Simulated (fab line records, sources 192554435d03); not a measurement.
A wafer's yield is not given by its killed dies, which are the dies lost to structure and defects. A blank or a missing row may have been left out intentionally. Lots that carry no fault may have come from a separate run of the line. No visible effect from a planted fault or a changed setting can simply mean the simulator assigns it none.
Matching of chambers | flow n5 finfet | N5_BEOL_M5_ETCH_62 on rie diel-05 has 4 sister chambers
The step etches SOC in N2/H2, target depth 75 nm, overetch 15 nm, time 112.5 s. 8 wafers are shown with their chamber, then 11 later ones without.

WAFERS, EACH WITH ITS CHAMBER
wafer  | chamber | showerhead plenum p Torr (Torr) | drypump motor current A (A)
L078.5 | 1       | 2.55                            | 5.2
L080.6 | 1       | 2.54                            | 5.2
L084.4 | 2       | 2.51                            | 5.9
L084.6 | 2       | 2.51                            | 5.8
L087.3 | 3       | 2.51                            | 5.6
L087.4 | 0       | 2.70                            | 5.4
L087.5 | 0       | 2.70                            | 5.4
L088.2 | 3       | 2.51                            | 5.6

WAFERS WITHOUT THEIR CHAMBER
wafer  | showerhead plenum p Torr (Torr) | drypump motor current A (A)
L088.4 | 2.70                            | 5.4
L088.5 | 2.70                            | 5.4
L092.1 | 2.50                            | 5.6
L092.2 | 2.54                            | 5.2
L092.3 | 2.50                            | 5.9
L093.2 | 2.69                            | 5.4
L093.3 | 2.50                            | 5.6
L093.4 | 2.50                            | 5.9
L096.1 | 2.53                            | 5.2
L096.2 | 2.50                            | 5.9
L096.4 | 2.50                            | 5.6

WHICH CHAMBER EACH ONE RAN IN
wafer  | from the rows above | in truth
L088.4 | 0                   | 0
L088.5 | 0                   | 0
L092.1 | 3                   | 3
L092.2 | 1                   | 1
L092.3 | 2                   | 2
L093.2 | 0                   | 0
L093.3 | 3                   | 3
L093.4 | 2                   | 2
L096.1 | 1                   | 1
L096.2 | 2                   | 2
L096.4 | 3                   | 3
Correct placement for 11 of the 11. Not placeable from these rows: 0. Placed wrongly: 0.
How it was worked out, from the rows above alone: a wafer's distance from a chamber is the root of the sum, over the readings, of the square of ((its reading less the chamber's mean) divided by the reading's scatter). If the next closest chamber is less than 2 further off than the closest, the wafer can't be placed; otherwise it belongs to the closest. Each chamber's mean is taken over the wafers shown for it. The scatter: take each reading less its chamber's mean, square it, sum over the shown wafers, divide by the number of wafers less the number of chambers, and take the root.
